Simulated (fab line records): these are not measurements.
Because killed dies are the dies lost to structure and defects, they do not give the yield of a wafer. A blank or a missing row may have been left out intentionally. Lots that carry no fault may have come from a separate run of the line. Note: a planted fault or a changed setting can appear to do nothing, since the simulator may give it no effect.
fab line records ; flow nand-harc
[record] lots = 14; wafers = 42; last-day = 25
route steps=1159 shown A_CONTACT@855 END@1159
lots with no fault: from the same line, run without faults
start-h: hours from the record's opening day to when the first of the lot's shown wafers began ; wait-h: time in hours since the lot's previous step ; " repeats the value in the row above ; L1.1+2: one row covering several wafers at once ; - either no value or no given start ; * or withheld: withheld ; < > ~ a bound
route shown NAME@n: a module of which the file shows steps, and the number in the route of the first ; usual: average and standard deviation across the fault-free wafers ; same: alike in all rows ; chamber/n: place in a boat ; sites: readings site by site ; _std_site: the standard deviation of these ; _edge_site: the outer-site mean with the inner-site mean subtracted ; radius-mm: how far each site lies from the wafer's centre ; mask NAME#n: copy n ; behind: the most recent tool/chamber to have shaped the wafer ; hold: the reason the lot was held/the length of the hold in hours/how it ended ; device: the n, p or np transistor that did not switch ; end of line: the tests these same wafers got at the end of their route ; a step without rows: its recipe alone ; killed: dies that structure and defects cost at the first sort, which is not the same as the wafer's yield ; map: the dies of a wafer, with x for killed, . for not killed, _ for no die there
set.NAME: the setting that was run; set.NAME@STEP: the one run at that earlier step ; model.NAME: the simulator's own value behind a step, which no gauge read
steps of the route over a sample of lots; a table a step, a row a wafer
[[steps]]
[step NHARC_A_CONTACT_OVL_MEAS_43]
[usual] overlay-x-nm = 0.1/0.91; overlay-y-nm = -0.4/0.79
lot.wafer;tool;chamber;start-h;wait-h;overlay-x-nm;overlay-y-nm
L574.1;overlay-02;-;370.72;-;0.5;0.9
L574.2;overlay-02;-;370.72;-;1.6;-0.3
L574.6;overlay-02;-;370.72;-;1.8;-0.4
L575.2;overlay-01;-;380.78;-;-0.1;0.0
L575.4;overlay-01;-;380.78;-;-0.6;-0.2
L575.5;overlay-01;-;380.78;-;-0.7;-0.5
L576.1;overlay-01;-;388.51;-;1.0;0.2
L576.3;overlay-01;-;388.51;-;0.4;0.2
L576.6;overlay-01;-;388.51;-;0.7;-1.2
L577.2;overlay-01;-;392.36;-;-1.4;0.9
L577.4;overlay-01;-;392.36;-;-1.0;0.5
L577.6;overlay-01;-;392.36;-;-1.6;0.3
L581.2;overlay-02;-;400.66;-;-0.5;-1.7
L581.4;overlay-02;-;400.66;-;-0.8;-2.0
L581.5;overlay-02;-;400.66;-;-0.5;-1.8
L579.1;overlay-01;-;406.15;-;0.9;-1.6
L579.3;overlay-01;-;406.15;-;0.0;-1.0
L579.6;overlay-01;-;406.15;-;-0.6;-1.0
L584.1;overlay-01;-;430.54;-;0.5;0.7
L584.2;overlay-01;-;430.54;-;0.5;0.9
L584.6;overlay-01;-;430.54;-;0.7;0.7
L585.1;overlay-02;-;443.30;-;0.4;-0.8
L585.5;overlay-02;-;443.30;-;0.8;-1.2
L585.6;overlay-02;-;443.30;-;0.3;-0.8
L587.2;overlay-02;-;470.54;-;-0.2;-0.2
L587.3;overlay-02;-;470.54;-;-0.2;-0.6
L587.4;overlay-02;-;470.54;-;0.2;0.2
L586.1;overlay-02;-;472.26;-;-0.1;-1.3
L586.2;overlay-02;-;472.26;-;-0.7;-1.9
L586.4;overlay-02;-;472.26;-;-0.3;-1.3
L588.1;overlay-02;-;474.94;-;1.3;-0.6
L588.3;overlay-02;-;474.94;-;1.4;-0.4
L588.4;overlay-02;-;474.94;-;1.0;-0.2
L590.1;overlay-01;-;490.50;-;-1.7;1.4
L590.2;overlay-01;-;490.50;-;-1.5;2.0
L590.4;overlay-01;-;490.50;-;-1.1;1.4
L596.1;overlay-02;-;501.54;-;-0.5;-0.3
L596.5;overlay-02;-;501.54;-;-1.0;-0.1
L596.6;overlay-02;-;501.54;-;-0.5;0.0
L597.2;overlay-02;-;516.53;-;-0.6;-1.5
L597.4;overlay-02;-;516.53;-;-0.6;-1.2
L597.5;overlay-02;-;516.53;-;-1.1;-0.7
[step NHARC_A_CONTACT_ETCH_112]
[recipe] source-w = withheld; pressure-mtorr = 20; bias-v = 3000; time-s = 94; target-depth-a = 9220; ar-flow-sccm = withheld; c4f8-flow-sccm = withheld; o2-flow-sccm = withheld; chemistry = C4F8/O2/Ar
[usual] chamber-pressure-mTorr = 20.000/0.02; oes-air-line-au = 1.003/0.02
lot.wafer;tool;chamber;start-h;wait-h;chamber-pressure-mTorr;oes-air-line-au;rf-hours-counter-h
L574.2;har-cap-etch-01;1;372.30;0.2;19.982;0.989;52
L574.1;har-cap-etch-01;0;372.30;0.2;19.994;0.974;52
L574.6;har-cap-etch-01;0;372.30;0.2;20.007;0.992;-
L575.2;har-cap-etch-02;1;382.49;0.1;19.998;1.043;8
L575.4;har-cap-etch-02;0;382.49;0.1;20.017;0.974;-
L575.5;har-cap-etch-02;1;382.49;0.1;19.973;1.030;-
L576.1;har-cap-etch-03;0;390.31;0.1;19.990;0.971;80
L576.3;har-cap-etch-03;1;390.31;0.1;20.011;0.993;-
L576.6;har-cap-etch-03;1;390.31;0.1;19.995;1.017;-
L577.2;har-cap-etch-02;1;394.05;0.1;20.013;0.961;11
L577.4;har-cap-etch-02;1;394.05;0.1;19.998;0.960;-
L577.6;har-cap-etch-02;0;394.05;0.1;19.991;1.036;-
L581.2;har-cap-etch-03;0;402.25;0.2;20.011;1.022;83
L581.4;har-cap-etch-03;0;402.25;0.2;19.991;1.002;-
L581.5;har-cap-etch-03;1;402.25;0.2;19.991;0.997;-
L579.1;har-cap-etch-01;0;407.73;0.2;19.998;1.002;62
L579.3;har-cap-etch-01;1;407.73;0.2;20.005;1.011;-
L579.6;har-cap-etch-01;1;407.73;0.2;19.996;0.991;-
L584.1;har-cap-etch-01;1;432.11;0.2;19.997;0.987;66
L584.2;har-cap-etch-01;0;432.11;0.2;20.010;1.000;66
L584.6;har-cap-etch-01;0;432.11;0.2;19.988;1.016;-
L585.1;har-cap-etch-03;0;445.37;0.2;19.976;0.983;90
L585.5;har-cap-etch-03;0;445.37;0.2;19.999;1.009;-
L585.6;har-cap-etch-03;1;445.37;0.2;19.995;0.997;-
L587.2;har-cap-etch-01;1;472.16;0.1;20.019;0.994;71
L587.3;har-cap-etch-01;0;472.16;0.1;20.021;1.023;-
L587.4;har-cap-etch-01;1;472.16;0.1;19.973;0.985;-
L586.2;har-cap-etch-03;1;473.84;0.2;-;-;-
L586.1;har-cap-etch-03;0;473.84;0.2;-;-;-
L586.4;har-cap-etch-03;0;473.84;0.2;-;-;-
L588.1;har-cap-etch-02;1;476.53;0.1;-;-;-
L588.3;har-cap-etch-02;0;476.53;0.1;-;-;-
L588.4;har-cap-etch-02;1;476.53;0.1;-;-;-
L590.1;har-cap-etch-03;1;492.14;0.2;20.021;0.993;97
L590.2;har-cap-etch-03;0;492.14;0.2;20.003;1.011;97
L590.4;har-cap-etch-03;0;492.14;0.2;20.026;0.995;-
L596.1;har-cap-etch-01;1;503.12;0.1;19.968;1.029;77
L596.5;har-cap-etch-01;0;503.12;0.1;19.987;1.003;-
L596.6;har-cap-etch-01;1;503.12;0.1;20.001;1.026;-
L597.2;har-cap-etch-03;1;518.29;0.2;20.006;1.018;102
L597.4;har-cap-etch-03;0;518.29;0.2;19.977;0.974;-
L597.5;har-cap-etch-03;0;518.29;0.2;20.000;0.988;-
[step NHARC_A_CONTACT_ETCH_113]
[recipe] source-w = withheld; pressure-mtorr = 20; bias-v = 3000; time-s = 94; target-depth-a = 9220; ar-flow-sccm = withheld; c4f8-flow-sccm = withheld; o2-flow-sccm = withheld; chemistry = C4F8/O2/Ar
[usual] chamber-pressure-mTorr = 20.002/0.017; oes-air-line-au = 1.001/0.02
lot.wafer;tool;chamber;start-h;wait-h;chamber-pressure-mTorr;oes-air-line-au;rf-hours-counter-h
L574.2;har-cap-etch-01;1;372.39;0.1;20.007;0.985;52
L574.1;har-cap-etch-01;0;372.39;0.1;20.025;1.016;52
L574.6;har-cap-etch-01;0;372.39;0.1;20.011;1.009;-
L575.2;har-cap-etch-02;1;382.58;0.1;20.014;1.007;8
L575.4;har-cap-etch-02;0;382.58;0.1;20.003;1.006;-
L575.5;har-cap-etch-02;1;382.58;0.1;19.981;1.026;-
L576.1;har-cap-etch-03;0;390.41;0.1;20.027;0.981;80
L576.3;har-cap-etch-03;1;390.41;0.1;20.001;0.991;-
L576.6;har-cap-etch-03;1;390.41;0.1;20.017;1.006;-
L577.2;har-cap-etch-02;1;394.14;0.1;20.018;0.992;11
L577.4;har-cap-etch-02;1;394.14;0.1;19.982;1.039;-
L577.6;har-cap-etch-02;0;394.14;0.1;19.970;0.984;-
L581.2;har-cap-etch-03;0;402.34;0.1;20.006;0.950;83
L581.4;har-cap-etch-03;0;402.34;0.1;19.970;0.963;-
L581.5;har-cap-etch-03;1;402.34;0.1;20.025;1.007;-
L579.1;har-cap-etch-01;0;407.82;0.1;19.994;0.960;62
L579.3;har-cap-etch-01;1;407.82;0.1;19.996;0.983;-
L579.6;har-cap-etch-01;1;407.82;0.1;19.987;1.008;-
L584.1;har-cap-etch-01;1;432.20;0.1;20.006;1.005;66
L584.2;har-cap-etch-01;0;432.20;0.1;20.023;0.994;66
L584.6;har-cap-etch-01;0;432.20;0.1;20.009;0.969;-
L585.1;har-cap-etch-03;0;445.46;0.1;19.992;0.981;90
L585.5;har-cap-etch-03;0;445.46;0.1;19.988;0.990;-
L585.6;har-cap-etch-03;1;445.46;0.1;20.013;1.003;-
L587.2;har-cap-etch-01;1;472.26;0.1;19.977;1.005;72
L587.3;har-cap-etch-01;0;472.26;0.1;19.988;1.001;-
L587.4;har-cap-etch-01;1;472.26;0.1;20.015;0.996;-
L586.2;har-cap-etch-03;1;473.93;0.1;19.993;0.948;93
L586.1;har-cap-etch-03;0;473.93;0.1;20.019;1.016;93
L586.4;har-cap-etch-03;0;473.93;0.1;20.025;1.023;-
L588.1;har-cap-etch-02;1;476.62;0.1;20.006;1.002;22
L588.3;har-cap-etch-02;0;476.62;0.1;20.011;0.998;-
L588.4;har-cap-etch-02;1;476.62;0.1;19.994;1.012;-
L590.1;har-cap-etch-03;1;492.26;0.1;19.987;1.022;97
L590.2;har-cap-etch-03;0;492.26;0.1;19.998;0.989;97
L590.4;har-cap-etch-03;0;492.26;0.1;20.037;0.971;-
L596.1;har-cap-etch-01;1;503.21;0.1;19.991;1.025;78
L596.5;har-cap-etch-01;0;503.21;0.1;19.995;1.020;-
L596.6;har-cap-etch-01;1;503.21;0.1;20.009;1.006;-
L597.2;har-cap-etch-03;1;518.41;0.1;19.977;1.007;102
L597.4;har-cap-etch-03;0;518.41;0.1;20.012;0.998;-
L597.5;har-cap-etch-03;0;518.41;0.1;19.992;0.981;-
[step NHARC_A_CONTACT_ETCH_118]
[recipe] source-w = withheld; pressure-mtorr = 20; bias-v = 3000; time-s = 94; target-depth-a = 9220; ar-flow-sccm = withheld; c4f8-flow-sccm = withheld; o2-flow-sccm = withheld; chemistry = C4F8/O2/Ar
[usual] chamber-pressure-mTorr = 20.000/0.02; oes-air-line-au = 1.002/0.022
lot.wafer;tool;chamber;start-h;wait-h;chamber-pressure-mTorr;oes-air-line-au;rf-hours-counter-h
L574.2;har-cap-etch-01;1;372.85;0.1;19.978;1.003;52
L574.1;har-cap-etch-01;0;372.85;0.1;19.982;1.009;52
L574.6;har-cap-etch-01;0;372.85;0.1;19.965;0.997;-
L575.2;har-cap-etch-02;1;383.03;0.1;20.030;0.977;8
L575.4;har-cap-etch-02;0;383.03;0.1;20.004;1.036;-
L575.5;har-cap-etch-02;1;383.03;0.1;20.008;1.006;-
L576.1;har-cap-etch-03;0;390.86;0.1;19.949;1.035;81
L576.3;har-cap-etch-03;1;390.86;0.1;20.010;1.020;-
L576.6;har-cap-etch-03;1;390.86;0.1;19.992;0.989;-
L577.2;har-cap-etch-02;1;394.60;0.1;19.980;1.048;11
L577.4;har-cap-etch-02;1;394.60;0.1;20.001;1.045;-
L577.6;har-cap-etch-02;0;394.60;0.1;20.006;0.978;-
L581.2;har-cap-etch-03;0;402.79;0.1;19.990;0.978;83
L581.4;har-cap-etch-03;0;402.79;0.1;19.995;0.985;-
L581.5;har-cap-etch-03;1;402.79;0.1;20.016;1.019;-
L579.1;har-cap-etch-01;0;408.28;0.1;20.012;1.004;63
L579.3;har-cap-etch-01;1;408.28;0.1;20.021;0.994;-
L579.6;har-cap-etch-01;1;408.28;0.1;19.950;0.978;-
L584.1;har-cap-etch-01;1;432.65;0.1;20.000;1.039;66
L584.2;har-cap-etch-01;0;432.65;0.1;19.999;0.998;66
L584.6;har-cap-etch-01;0;432.65;0.1;19.980;0.984;-
L585.1;har-cap-etch-03;0;445.91;0.1;20.037;1.015;90
L585.5;har-cap-etch-03;0;445.91;0.1;20.017;0.951;-
L585.6;har-cap-etch-03;1;445.91;0.1;19.998;0.988;-
L587.2;har-cap-etch-01;1;472.71;0.1;19.994;0.983;72
L587.3;har-cap-etch-01;0;472.71;0.1;20.008;0.982;-
L587.4;har-cap-etch-01;1;472.71;0.1;19.983;0.989;-
L586.2;har-cap-etch-03;1;474.39;0.1;20.010;0.992;94
L586.1;har-cap-etch-03;0;474.39;0.1;20.014;1.023;94
L586.4;har-cap-etch-03;0;474.39;0.1;20.000;1.020;-
L588.1;har-cap-etch-02;1;477.07;0.1;19.972;0.997;22
L588.3;har-cap-etch-02;0;477.07;0.1;20.001;1.003;-
L588.4;har-cap-etch-02;1;477.07;0.1;19.992;0.982;-
L590.1;har-cap-etch-03;1;492.87;0.1;19.998;1.031;97
L590.2;har-cap-etch-03;0;492.87;0.1;19.988;0.983;97
L590.4;har-cap-etch-03;0;492.87;0.1;20.017;0.960;-
L596.1;har-cap-etch-01;1;503.67;0.1;19.971;1.018;78
L596.5;har-cap-etch-01;0;503.67;0.1;19.972;1.004;-
L596.6;har-cap-etch-01;1;503.67;0.1;19.976;1.007;-
L597.2;har-cap-etch-03;1;519.02;0.1;20.016;1.023;103
L597.4;har-cap-etch-03;0;519.02;0.1;19.972;1.018;-
L597.5;har-cap-etch-03;0;519.02;0.1;19.978;1.007;-
[step NHARC_END_SORT_01]
[recipe] temp-c = 25
[usual] killed-at-array = 24/8.7; killed-at-other = 0.8/1.2; killed-at-periphery = 3.6/2.3; killed-dies = 28/8.9; killed-open = 3.2/1.9; killed-short = 2.0/1.6
[same] gross-dies = 677
lot.wafer;tool;chamber;start-h;wait-h;killed-at-array;killed-at-other;killed-at-periphery;killed-dies;killed-open;killed-short
L585.1;prober-01;0;526.03;2.5;19;0;6;25;3;1
L585.5;prober-01;0;529.20;3.7;19;1;4;24;7;1
L585.6;prober-01;0;529.99;4.0;17;0;3;20;0;0
L588.1;prober-01;0;553.93;2.5;676;1;0;677;1;0
L588.3;prober-01;0;555.50;3.1;675;1;1;677;3;0
L588.4;prober-01;0;556.29;3.4;674;0;3;677;8;1
L586.1;prober-02;0;553.94;2.5;669;4;4;677;3;4
L586.2;prober-02;0;554.76;2.8;665;2;10;677;6;3
L586.4;prober-02;0;556.40;3.4;670;1;6;677;3;1
// killed by level:class
L585.1 A_CHANNEL_HOLE_D1:chamber-film-flake=12 A_CONTACT:chamber-film-flake=3 P_BONDPAD:chamber-film-flake=2 A_STAIRCASE:chamber-film-flake=2 P_CONTACT:geometric-particle:open=1 P_M0:geometric-particle:short=1 A_CONTACT:geometric-particle:open=1 A_M0:geometric-particle:open=1
L585.5 A_CHANNEL_HOLE_D1:chamber-film-flake=9 A_STAIRCASE:chamber-film-flake=6 P_M0:geometric-particle:open=3 A_CONTACT:geometric-particle:open=2 A_M0:geometric-particle:open=1 A_M1:geometric-particle:short=1 STARTING-WAFER:geometric-particle:open=1 P_GATE:chamber-film-flake=1
L585.6 A_CHANNEL_HOLE_D1:chamber-film-flake=11 A_STAIRCASE:chamber-film-flake=4 P_STI:chamber-film-flake=3 A_CONTACT:chamber-film-flake=2
L588.1 A_CONTACT:area-etch=645 A_CHANNEL_HOLE_D1:chamber-film-flake=15 A_SLIT:chamber-film-flake=10 A_CONTACT:chamber-film-flake=3 A_M0:chamber-film-flake=2 A_SGD_CUT:geometric-particle:open=1 THIN_TSV:chamber-film-flake=1
L586.1 A_CONTACT:area-etch=643 A_CHANNEL_HOLE_D1:chamber-film-flake=13 A_CONTACT:chamber-film-flake=5 THIN_TSV:chamber-film-flake=4 A_CHANNEL_FILL_D1:geometric-particle:short=3 P_M1:chamber-film-flake=3 A_CHANNEL_FILL_D1:geometric-particle:open=1 A_WL_FILL:geometric-particle:open=1
L586.2 A_CONTACT:area-etch=636 A_CHANNEL_HOLE_D1:chamber-film-flake=10 P_M1:chamber-film-flake=6 A_CONTACT:chamber-film-flake=5 A_M0:chamber-film-flake=4 A_CONTACT:geometric-particle:open=3 THIN_TSV:chamber-film-flake=2 P_M0:geometric-particle:short=1
L588.3 A_CONTACT:area-etch=633 A_SLIT:chamber-film-flake=22 A_CHANNEL_HOLE_D1:chamber-film-flake=13 A_ZERO_WELL:chamber-film-flake=2 A_CONTACT:chamber-film-flake=2 P_M1:geometric-particle:open=1 A_SGD_CUT:geometric-particle:open=1 A_BLC:geometric-particle:open=1
L588.4 A_CONTACT:area-etch=632 A_CHANNEL_HOLE_D1:chamber-film-flake=16 A_SLIT:chamber-film-flake=15 A_BLC:geometric-particle:open=3 A_CONTACT:chamber-film-flake=2 P_CONTACT:geometric-particle:open=1 P_M0:geometric-particle:open=1 A_ONON_D1:geometric-particle:short=1
L586.4 A_CONTACT:area-etch=650 A_CHANNEL_HOLE_D1:chamber-film-flake=14 P_M1:chamber-film-flake=4 A_CONTACT:chamber-film-flake=3 P_M1:geometric-particle:open=1 P_BONDPAD:geometric-particle:open=1 A_CHANNEL_FILL_D1:geometric-particle:short=1 A_CONTACT:geometric-particle:open=1
[[key]]
[first-sign] step = NHARC_A_CONTACT_ETCH_112; reading = tool-record; direction = missing
[effect] step = NHARC_END_SORT_01; reading = killed-at-array; direction = up; sigmas = 74; usual = 24; struck = 672
[more-kills-born-at] NHARC_A_CONTACT_ETCH_112@har-cap-etch-03 = 1929; NHARC_A_CONTACT_ETCH_112@har-cap-etch-02 = 1910
met-at NHARC_A_CONTACT_ETCH_112
struck-lots L586,L588
later-rows-left-out L586.1,L586.2,L586.4,L588.1,L588.3,L588.4
tester-left-out L586,L588
not-acting-at NHARC_A_CONTACT_OVL_MEAS_43,NHARC_A_CONTACT_ETCH_113,NHARC_A_CONTACT_ETCH_118
onset-between 445.37 473.84
[fault] kind = skipped-step-whole; tool = har-cap-etch-02,har-cap-etch-03; chamber = -; onset-h = 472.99; steps = NHARC_A_CONTACT_ETCH_112; scope = struck-lots-only
// tester-left-out: of these lots the tester's yield and bins aren't shown, on N5 and GAA mostly nor the transistor test; their killed dies are dies lost to structure and defects alone, not to doping, threshold or leakage, so they don't give the yield
// later-rows-left-out: the simulator's readings of these wafers behind a module that went badly wrong aren't trusted and aren't shown, but for the sort
